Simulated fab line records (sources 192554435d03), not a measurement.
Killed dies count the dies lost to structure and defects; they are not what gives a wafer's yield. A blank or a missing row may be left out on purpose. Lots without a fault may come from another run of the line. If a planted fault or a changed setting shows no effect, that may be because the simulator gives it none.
What tool caused it? / flow n5_finfet / 37 wafers from 13 lots sampled at 4 of the route's 1938 steps

## WHAT EACH GAUGE READ, for each wafer
N5_BEOL_M10_CD_MEAS_35 targets a cd of 70 nm.
lot=L142; measured=day 10 15:04; on=cd_sem-03; cd_nm (nm)=70.1 70.5 70.8
lot=L141; measured=day 10 17:48; on=cd_sem-02; cd_nm (nm)=68.9 69.6 69.6
lot=L143; measured=day 10 22:01; on=cd_sem-02; cd_nm (nm)=69.5 69.9 69.2
lot=L144; measured=day 11 01:58; on=cd_sem-02; cd_nm (nm)=69.9 70.2 69.4
lot=L145; measured=day 11 02:13; on=cd_sem-02; cd_nm (nm)=69.3 69.6
lot=L146; measured=day 11 04:23; on=cd_sem-02; cd_nm (nm)=69.4 69.3 69.5
lot=L149; measured=day 12 14:59; on=cd_sem-03; cd_nm (nm)=69.4 69.0
lot=L154; measured=day 13 14:56; on=cd_sem-02; cd_nm (nm)=69.9 70.6 70.4
lot=L155; measured=day 13 16:49; on=cd_sem-03; cd_nm (nm)=69.7 70.0 70.0
lot=L162; measured=day 15 05:46; on=cd_sem-01; cd_nm (nm)=70.7 70.5 69.9
lot=L160; measured=day 15 06:14; on=cd_sem-02; cd_nm (nm)=70.3 70.3 70.8
lot=L161; measured=day 15 11:16; on=cd_sem-01; cd_nm (nm)=70.1 70.5 70.0
lot=L163; measured=day 15 13:55; on=cd_sem-03; cd_nm (nm)=69.6 69.3 69.2

N5_BEOL_M10_THK_MEAS_53: measures by xrf.
lot=L142; measured=day 10 18:57; on=film_metro-02; M10_THK (nm)=139.2 135.5 137.4
lot=L141; measured=day 10 20:14; on=film_metro-02; M10_THK (nm)=138.4 139.3 137.7
lot=L143; measured=day 11 00:08; on=film_metro-02; M10_THK (nm)=138.8 138.7 139.5
lot=L144; measured=day 11 04:40; on=film_metro-02; M10_THK (nm)=137.1 138.8 140.3
lot=L145; measured=day 11 05:47; on=film_metro-01; M10_THK (nm)=137.6 137.4
lot=L146; measured=day 11 07:46; on=film_metro-01; M10_THK (nm)=137.5 139.7 137.7
lot=L149; measured=day 12 17:10; on=film_metro-02; M10_THK (nm)=140.0 134.0
lot=L154; measured=day 13 17:58; on=film_metro-02; M10_THK (nm)=135.4 141.1 136.3
lot=L155; measured=day 13 19:35; on=film_metro-02; M10_THK (nm)=140.3 138.5 139.2
lot=L162; measured=day 15 07:36; on=film_metro-02; M10_THK (nm)=136.0 139.1 139.5
lot=L160; measured=day 15 09:10; on=film_metro-01; M10_THK (nm)=140.2 139.2 140.1
lot=L161; measured=day 15 15:07; on=film_metro-02; M10_THK (nm)=139.3 143.2 141.3
lot=L163; measured=day 15 17:02; on=film_metro-02; M10_THK (nm)=141.4 141.0 141.2

## TOOL THAT RAN EACH LOT (tool first, then ch and the chambers of the sampled wafers, then the start)
lot=L142; N5_BEOL_M10_PRE_CLEAN_45=pvd_sputter-03, day 10 15:49; N5_BEOL_M10_CVD_75=cvd_co-02 ch 0,2, day 10 17:46
lot=L141; N5_BEOL_M10_PRE_CLEAN_45=pvd_sputter-02, day 10 18:29; N5_BEOL_M10_CVD_75=cvd_co-02 ch 0,1,2, day 10 19:07
lot=L143; N5_BEOL_M10_PRE_CLEAN_45=pvd_sputter-02, day 10 22:37; N5_BEOL_M10_CVD_75=cvd_co-01 ch 0,2, day 10 23:03
lot=L144; N5_BEOL_M10_PRE_CLEAN_45=pvd_sputter-03, day 11 02:56; N5_BEOL_M10_CVD_75=cvd_co-01 ch 0,1, day 11 03:22
lot=L145; N5_BEOL_M10_PRE_CLEAN_45=pvd_sputter-03, day 11 03:11; N5_BEOL_M10_CVD_75=cvd_co-01 ch 0,1, day 11 03:49
lot=L146; N5_BEOL_M10_PRE_CLEAN_45=pvd_sputter-01, day 11 04:52; N5_BEOL_M10_CVD_75=cvd_co-02 ch 0,2, day 11 06:40
lot=L149; N5_BEOL_M10_PRE_CLEAN_45=pvd_sputter-03, day 12 15:29; N5_BEOL_M10_CVD_75=cvd_co-01 ch 1,2, day 12 16:02
lot=L154; N5_BEOL_M10_PRE_CLEAN_45=pvd_sputter-03, day 13 15:34; N5_BEOL_M10_CVD_75=cvd_co-02 ch 1,2, day 13 16:14
lot=L155; N5_BEOL_M10_PRE_CLEAN_45=pvd_sputter-01, day 13 17:41; N5_BEOL_M10_CVD_75=cvd_co-02 ch 0,1,2, day 13 18:35
lot=L162; N5_BEOL_M10_PRE_CLEAN_45=pvd_sputter-03, day 15 06:13; N5_BEOL_M10_CVD_75=cvd_co-02 ch 0,2, day 15 06:40
lot=L160; N5_BEOL_M10_PRE_CLEAN_45=pvd_sputter-03, day 15 07:04; N5_BEOL_M10_CVD_75=cvd_co-02 ch 1,2, day 15 07:51
lot=L161; N5_BEOL_M10_PRE_CLEAN_45=pvd_sputter-01, day 15 11:40; N5_BEOL_M10_CVD_75=cvd_co-02 ch 0,1,2, day 15 13:19
lot=L163; N5_BEOL_M10_PRE_CLEAN_45=pvd_sputter-01, day 15 14:19; N5_BEOL_M10_CVD_75=cvd_co-02 ch 0,1, day 15 14:55
- N5_BEOL_M10_PRE_CLEAN_45: time 30 s.
- N5_BEOL_M10_CVD_75: deposits Co from CCTBA/H2, target thk 2 nm, time 138.9 s.

## WHAT THE TOOLS THEMSELVES READ (means of the sampled wafers that have a number; where no wafer has one, the mark that the record gives instead)
N5_BEOL_M10_PRE_CLEAN_45.
lot=L142; tool=pvd_sputter-03; heater_power_w (W)=407
lot=L141; tool=pvd_sputter-02; heater_power_w (W)=364
lot=L143; tool=pvd_sputter-02; heater_power_w (W)=341
lot=L144; tool=pvd_sputter-03; heater_power_w (W)=321
lot=L145; tool=pvd_sputter-03; heater_power_w (W)=375
lot=L146; tool=pvd_sputter-01; heater_power_w (W)=340
lot=L149; tool=pvd_sputter-03; heater_power_w (W)=339
lot=L154; tool=pvd_sputter-03; heater_power_w (W)=340
lot=L155; tool=pvd_sputter-01; heater_power_w (W)=313
lot=L162; tool=pvd_sputter-03; heater_power_w (W)=372
lot=L160; tool=pvd_sputter-03; heater_power_w (W)=327
lot=L161; tool=pvd_sputter-01; heater_power_w (W)=314
lot=L163; tool=pvd_sputter-01; heater_power_w (W)=316

N5_BEOL_M10_CVD_75.
lot=L142; tool=cvd_co-02; run_length_s (s)=162.0
lot=L141; tool=cvd_co-02; run_length_s (s)=161.5
lot=L143; tool=cvd_co-01; run_length_s (s)=161.2
lot=L144; tool=cvd_co-01; run_length_s (s)=161.5
lot=L145; tool=cvd_co-01; run_length_s (s)=181.1
lot=L146; tool=cvd_co-02; run_length_s (s)=161.9
lot=L149; tool=cvd_co-01; run_length_s (s)=180.8
lot=L154; tool=cvd_co-02; run_length_s (s)=162.3
lot=L155; tool=cvd_co-02; run_length_s (s)=162.0
lot=L162; tool=cvd_co-02; run_length_s (s)=161.8
lot=L160; tool=cvd_co-02; run_length_s (s)=161.7
lot=L161; tool=cvd_co-02; run_length_s (s)=161.6
lot=L163; tool=cvd_co-02; run_length_s (s)=161.5

## THE ANSWER, worked out from the rows above alone
Rule: what is usual is taken from the lots themselves. Put in order of their means at a reading, lots are off if they are a third of the lots or fewer, leave a main group of 4 or more, and stand apart from it by a gap of 3 or more times the standard deviation of the main group's means; of several such gaps the widest counts. A main group is skipped when, at the precision printed for the reading in the tables above, its means are all equal. Also off: a lot with no number at a reading for which 4 or more lots have one. All remaining lots with rows at the step are treated as sound. Order of review: gauges by route order, followed by the tools' own readings, for which a lot's mean as printed above is used. The first step at which some lot is off is used, and at that step the reading that is off furthest; a lot without a number counts as furthest.
Off: L145, L149, at N5_BEOL_M10_CVD_75 (run_length_s). Main group: mean 161.7 s, sd 0.3.
A tool fits if, at that step or a process step before it, it ran every lot that is off, and no sound lot after the first of them. One fits: N5_BEOL_M10_CVD_75 on cvd_co-01. Its last sound lot is L144 (day 11 03:22), its first lot that is off L145 (day 11 03:49): a fault that began between those two fits.
On the lots that are off, the tool's own readings at N5_BEOL_M10_CVD_75 differ by more than 5 times the standard deviation of the sound lots' means, which bears it out; run_length_s reads 180.9 s there versus 161.7 s on the sound lots.

## WHAT THE SIMULATOR HAD INSERTED
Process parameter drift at N5_BEOL_M10_CVD_75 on cvd_co-01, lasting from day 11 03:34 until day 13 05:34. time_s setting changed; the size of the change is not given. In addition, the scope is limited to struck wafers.
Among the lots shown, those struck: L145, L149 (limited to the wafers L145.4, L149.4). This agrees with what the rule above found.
